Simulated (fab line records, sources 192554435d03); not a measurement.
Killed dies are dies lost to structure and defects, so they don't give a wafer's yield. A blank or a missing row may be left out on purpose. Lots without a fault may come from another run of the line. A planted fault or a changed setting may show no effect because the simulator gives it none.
A struck lot beside a sound one | flow n5_finfet | 35 steps out of a route of 1938
Sound: wafers L737.3, L737.4, L737.6. Struck: wafer L746.5. (L746.4 of the same lot was not struck and is left out.) The cause comes at the end.
At each step with rows: each side's tool, then ch and its chambers, then its first start. Under that, the readings that differ: sound wafers | struck wafers | difference of the means | sigmas: that difference in standard deviations of wafers without a fault.
alike: readings whose means differ by less than 2 such deviations, and words and numbers that are the same on both sides. not compared: withheld readings, readings that some wafer has no value for, bounds like >300 that may hide the same value, and numbers for which the record gives no deviation and whose values overlap.
The two part at a step that has a row with sigmas, a row that says differs or no value, or rows on one side only. Numbers that don't overlap but have no deviation are shown without sigmas and don't part them. A reading that every wafer of one side lacks parts them only if that side has two wafers or more.

first, 12 steps without rows for these wafers: N5_SD_EPI_P_ETCH_37 (etches SOC in N2/H2, overetch 108 nm, time 486 s); N5_SD_EPI_P_STRIP_38 (strips in N2/H2); N5_SD_EPI_P_ETCHBACK_46 (etches SiNx in CH3F/O2, stops on SiO2, target depth 17.5 nm); N5_SD_EPI_P_ETCH_47 (etches SiOCN in CH3F/O2, target depth 25 nm); N5_SD_EPI_P_ETCH_16 (etches SiO2 in CHF3/O2, target depth 5 nm); N5_SD_EPI_P_STRIP_50 (strips in CHF3/O2); N5_SD_EPI_P_SD_RECESS_17 (chemistry HBr/Cl2/O2, target depth 39.1 nm, bt time 3 s); N5_SD_EPI_P_WET_ETCH_45 (etches SiO2 in dHF, time 10.7 s, target depth 2 nm, rinse time 30 s); N5_SD_EPI_P_STRIP_40 (strips in N2/H2); N5_SD_EPI_P_PRECLEAN_52 (cleans in O3/DIW, time 60 s); N5_SD_EPI_P_SRD_20 (time 30 s); N5_SD_EPI_P_PRECLEAN_51 (cleans in NF3:NH3, afs cycles 1, time 20 s, sublimation time 60 s).
N5_SD_EPI_P_VAPOR_ETCH_44: etches SiGe30 in NF3/Ar, time 3.3 s.
  sound on epi_rpcvd-02 ch 0, day 5 07:16; struck on epi_rpcvd-03 ch 0, day 7 13:17
then, 20 steps without rows for these wafers: N5_SD_EPI_P_EPI_21 (deposits SiGe:B, time 355 s); N5_SD_EPI_P_HM_STRIP_48 (strips SiNx in H3PO4, material SiNx, target depth 3 nm); N5_SD_EPI_P_SRD_49 (time 30 s); N5_SD_EPI_P_PRECLEAN_24 (cleans in O3/DIW, time 45 s); N5_SD_EPI_P_PRECLEAN_32 (cleans in dHF, time 10 s); N5_SD_EPI_P_PRECLEAN_33 (cleans in SC2, time 45 s); N5_SD_EPI_P_SRD_25 (time 30 s); N5_SD_ACTIVATION_RTA_00 (time 0 s); N5_SD_ACTIVATION_LSA_01 (time 0.0008 s); N5_ILD0_LINER_00 (material SiNx, target thk 4 nm, pulse time 1 s, purge time 2 s); N5_ILD0_FCVD_FILL_01 (material SiO2 flowable, target thk 200 nm, time 328.3 s); N5_ILD0_CURE_02 (time 1800 s); N5_ILD0_CMP_03 (polishes, stops on SiNx, t overpolish 1.9 s, target thk 197.38 nm); N5_ILD0_CMP_07 (polishes SiO2 flowable, stops on poly-Si, t overpolish 1.18 s, target thk 138.88 nm); N5_ILD0_PRECLEAN_10 (cleans in NF3:NH3, afs cycles 5, time 20 s, sublimation time 60 s); N5_ILD0_ALD_15 (deposits SiNx, target thk 24 nm, pulse time 1 s, ald cycles 480); N5_ILD0_CMP_12 (polishes SiNx, stops on poly-Si, t overpolish 6 s, target thk 17.67 nm); N5_SDB_HM_DEP_00 (deposits SiNx from SiH4/NH3/N2, target thk 40 nm, time 35.3 s); N5_SDB_COAT_03 (time 60 s, resist thk 100 nm); N5_SDB_COAT_04 (time 60 s, resist thk 18 nm).
-- the record jumps here: 4 days lie between the struck wafers' starts before and after (it left off in module SDB and takes up again in module BEOL_M4, whose first step shown is number 1111 of the route) --
N5_BEOL_M4_RC_MEAS_101:
  sound on prober-01 ch 0, day 9 12:32; struck on prober-02 ch 0, day 12 00:40
  reading         | sound            | struck | difference | sigmas
  DIBL_P (mV/V)   | 34.1 34.2 32.8   | 40.8   | +7.1       | +4
  REXT_P (ohm.um) | 100.6 99.5 100.8 | 90.4   | -9.9       | -5
  alike: DIBL_N, IOFF_N, IOFF_P, ION_N, ION_P, SS_N, SS_P, VT_N, VT_P
-- the record jumps here: 4 days lie between the struck wafers' starts before and after (it left off in module BEOL_M4 and takes up again in module PASSIVATION, whose first step shown is number 1936 of the route) --
N5_PASSIVATION_PROBE_49:
  the record has rows for the struck wafers here (prober-01, day 16 10:14) and none for the sound ones

WHERE THEY PART
First at N5_BEOL_M4_RC_MEAS_101; last, within this record, at N5_PASSIVATION_PROBE_49.

WHY: what the simulator had put in
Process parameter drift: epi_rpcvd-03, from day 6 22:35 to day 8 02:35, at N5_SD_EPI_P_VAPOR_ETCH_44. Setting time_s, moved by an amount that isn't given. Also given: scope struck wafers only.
